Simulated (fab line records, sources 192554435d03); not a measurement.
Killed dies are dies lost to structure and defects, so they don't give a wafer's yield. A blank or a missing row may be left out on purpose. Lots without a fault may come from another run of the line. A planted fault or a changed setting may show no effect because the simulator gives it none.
Chamber matching | flow n5_finfet | N5_FIN_SAQP_SPACER1_ALD_24 on ald_sin-02: 4 sister chambers
The step deposits SiO2, target thk 20.3 nm, pulse time 1 s, purge time 2 s. 14 wafers are shown with their chamber, then 7 later ones without.

WAFERS WITH THEIR CHAMBER
wafer  | chamber | heater_power_w (W) | chamber_pressure_Torr (Torr) | precursor_pulse_height_rel
L074.1 | 0       | 469                | 1.991                        | 0.964
L074.2 | 2       | 412                | 1.998                        | 1.012
L074.3 | 3       | 547                | 1.998                        | 1.004
L080.1 | 1       | 408                | 1.996                        | 0.985
L080.3 | 3       | 562                | 1.990                        | 0.986
L080.5 | 3       | 540                | 1.998                        | 1.009
L086.1 | 3       | 554                | 2.000                        | 0.982
L086.4 | 0       | 473                | 1.995                        | 1.016
L086.5 | 1       | 401                | 2.005                        | 1.001
L090.1 | 3       | 543                | 2.003                        | 1.026
L090.2 | 2       | 413                | 1.995                        | 1.002
L090.3 | 1       | 418                | 1.998                        | 1.028
L091.1 | 0       | 474                | 1.996                        | 1.025
L091.4 | 1       | 412                | 2.007                        | 1.000

SIGNATURES (means of the wafers above)
reading                    | chamber 0 | chamber 1 | chamber 2 | chamber 3 | scatter within a chamber
heater_power_w             | 472.00    | 409.75    | 412.50    | 549.20    | 6.94
chamber_pressure_Torr      | 1.99400   | 2.00150   | 1.99650   | 1.99780   | 0.00443
precursor_pulse_height_rel | 1.00167   | 1.00350   | 1.00700   | 1.00140   | 0.0211
Rule: a wafer's distance from a chamber is the root of the sum, over the readings, of the square of ((its reading less the chamber's mean) divided by the reading's scatter). The wafer belongs to the nearest chamber; if the next one is less than 2 further off, it can't be placed. The scatter: the root of (the sum of the squares of (reading less its chamber's mean) over the shown wafers, divided by (wafers less chambers)).

WAFERS WITHOUT THEIR CHAMBER
wafer  | heater_power_w (W) | chamber_pressure_Torr (Torr) | precursor_pulse_height_rel
L091.6 | 402                | 1.999                        | 0.981
L095.2 | 424                | 2.005                        | 0.994
L095.3 | 404                | 1.995                        | 1.040
L095.6 | 473                | 1.992                        | 0.962
L097.1 | 481                | 2.002                        | 0.977
L097.4 | 411                | 2.000                        | 0.996
L097.6 | 549                | 1.998                        | 0.975

WHICH CHAMBER EACH WENT THROUGH
wafer  | from the rows above     | in truth
L091.6 | can't be placed: 1 or 2 | 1
L095.2 | can't be placed: 1 or 2 | 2
L095.3 | can't be placed: 2 or 1 | 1
L095.6 | 0                       | 0
L097.1 | 0                       | 0
L097.4 | can't be placed: 1 or 2 | 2
L097.6 | 3                       | 3
Placed correctly: 3 of 7. Can't be placed from these rows: 4 (the true chamber is among the candidates in 4). Placed wrongly: 0.
